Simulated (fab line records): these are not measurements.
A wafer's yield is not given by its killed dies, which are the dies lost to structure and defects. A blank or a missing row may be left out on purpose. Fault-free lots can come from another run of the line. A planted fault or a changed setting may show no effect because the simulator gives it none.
Chamber matching :: flow n5Finfet :: N5_BEOL_M7_ETCH_65 on rieDiel-01 has 4 sister chambers
The step etches SiARC in CF4, target depth 15.6 nm, time 26 s. 14 wafers are shown with their chamber, then 7 later ones without.

## WAFERS WITH THEIR CHAMBER
wafer: L083.3
chamber: 1
showerheadPlenumPTorr (Torr): 2.26
drypumpMotorCurrentA (A): 5.8
throttleValvePct (%): 15.09

wafer: L083.5
chamber: 1
showerheadPlenumPTorr (Torr): 2.26
drypumpMotorCurrentA (A): 5.8
throttleValvePct (%): 15.11

wafer: L083.6
chamber: 2
showerheadPlenumPTorr (Torr): 2.17
drypumpMotorCurrentA (A): 5.7
throttleValvePct (%): 15.50

wafer: L087.1
chamber: 2
showerheadPlenumPTorr (Torr): 2.17
drypumpMotorCurrentA (A): 5.7
throttleValvePct (%): 15.49

wafer: L087.2
chamber: 1
showerheadPlenumPTorr (Torr): 2.25
drypumpMotorCurrentA (A): 5.7
throttleValvePct (%): 15.12

wafer: L087.3
chamber: 3
showerheadPlenumPTorr (Torr): 2.11
drypumpMotorCurrentA (A): 5.4
throttleValvePct (%): 15.22

wafer: L086.3
chamber: 3
showerheadPlenumPTorr (Torr): 2.11
drypumpMotorCurrentA (A): 5.4
throttleValvePct (%): 15.23

wafer: L086.4
chamber: 0
showerheadPlenumPTorr (Torr): 2.14
drypumpMotorCurrentA (A): 6.5
throttleValvePct (%): 15.46

wafer: L086.6
chamber: 3
showerheadPlenumPTorr (Torr): 2.11
drypumpMotorCurrentA (A): 5.4
throttleValvePct (%): 15.23

wafer: L090.3
chamber: 0
showerheadPlenumPTorr (Torr): 2.14
drypumpMotorCurrentA (A): 6.4
throttleValvePct (%): 15.46

wafer: L090.4
chamber: 1
showerheadPlenumPTorr (Torr): 2.25
drypumpMotorCurrentA (A): 5.8
throttleValvePct (%): 15.11

wafer: L090.6
chamber: 1
showerheadPlenumPTorr (Torr): 2.25
drypumpMotorCurrentA (A): 5.8
throttleValvePct (%): 15.14

wafer: L094.2
chamber: 3
showerheadPlenumPTorr (Torr): 2.10
drypumpMotorCurrentA (A): 5.4
throttleValvePct (%): 15.26

wafer: L094.3
chamber: 1
showerheadPlenumPTorr (Torr): 2.25
drypumpMotorCurrentA (A): 5.7
throttleValvePct (%): 15.15

SIGNATURES, as means of the wafers listed above
reading: showerheadPlenumPTorr
chamber 0: 2.1400
chamber 1: 2.2533
chamber 2: 2.1700
chamber 3: 2.1075
scatter within a chamber: 0.00456

reading: drypumpMotorCurrentA
chamber 0: 6.450
chamber 1: 5.767
chamber 2: 5.700
chamber 3: 5.400
scatter within a chamber: 0.0428

reading: throttleValvePct
chamber 0: 15.4600
chamber 1: 15.1200
chamber 2: 15.4950
chamber 3: 15.2350
scatter within a chamber: 0.0183
Rule: for each reading, subtract the chamber's mean from the wafer's reading, divide by that reading's scatter and square the result; add these up over the readings and take the root, which gives the wafer's distance from the chamber. If the next closest chamber is less than 2 further off than the closest, the wafer can't be placed; otherwise it belongs to the closest. How the scatter is found: for the shown wafers, subtract from each reading the mean of its chamber, square and add these, divide the total by (wafers less chambers), then take the root.

## WAFERS WHOSE CHAMBER IS MISSING
wafer: L094.6
showerheadPlenumPTorr (Torr): 2.10
drypumpMotorCurrentA (A): 5.4
throttleValvePct (%): 15.25

wafer: L095.2
showerheadPlenumPTorr (Torr): 2.10
drypumpMotorCurrentA (A): 5.4
throttleValvePct (%): 15.26

wafer: L095.3
showerheadPlenumPTorr (Torr): 2.25
drypumpMotorCurrentA (A): 5.8
throttleValvePct (%): 15.15

wafer: L095.4
showerheadPlenumPTorr (Torr): 2.14
drypumpMotorCurrentA (A): 6.4
throttleValvePct (%): 15.50

wafer: L097.1
showerheadPlenumPTorr (Torr): 2.14
drypumpMotorCurrentA (A): 6.5
throttleValvePct (%): 15.49

wafer: L097.2
showerheadPlenumPTorr (Torr): 2.25
drypumpMotorCurrentA (A): 5.8
throttleValvePct (%): 15.15

wafer: L097.3
showerheadPlenumPTorr (Torr): 2.16
drypumpMotorCurrentA (A): 5.7
throttleValvePct (%): 15.53

## WHICH CHAMBER EACH ONE RAN IN
wafer: L094.6
from the rows above: 3
in truth: 3

wafer: L095.2
from the rows above: 3
in truth: 3

wafer: L095.3
from the rows above: 1
in truth: 1

wafer: L095.4
from the rows above: 0
in truth: 0

wafer: L097.1
from the rows above: 0
in truth: 0

wafer: L097.2
from the rows above: 1
in truth: 1

wafer: L097.3
from the rows above: 2
in truth: 2
Placed correctly: 7 of 7. Left unplaced by these rows: 0. 0 placed wrongly.
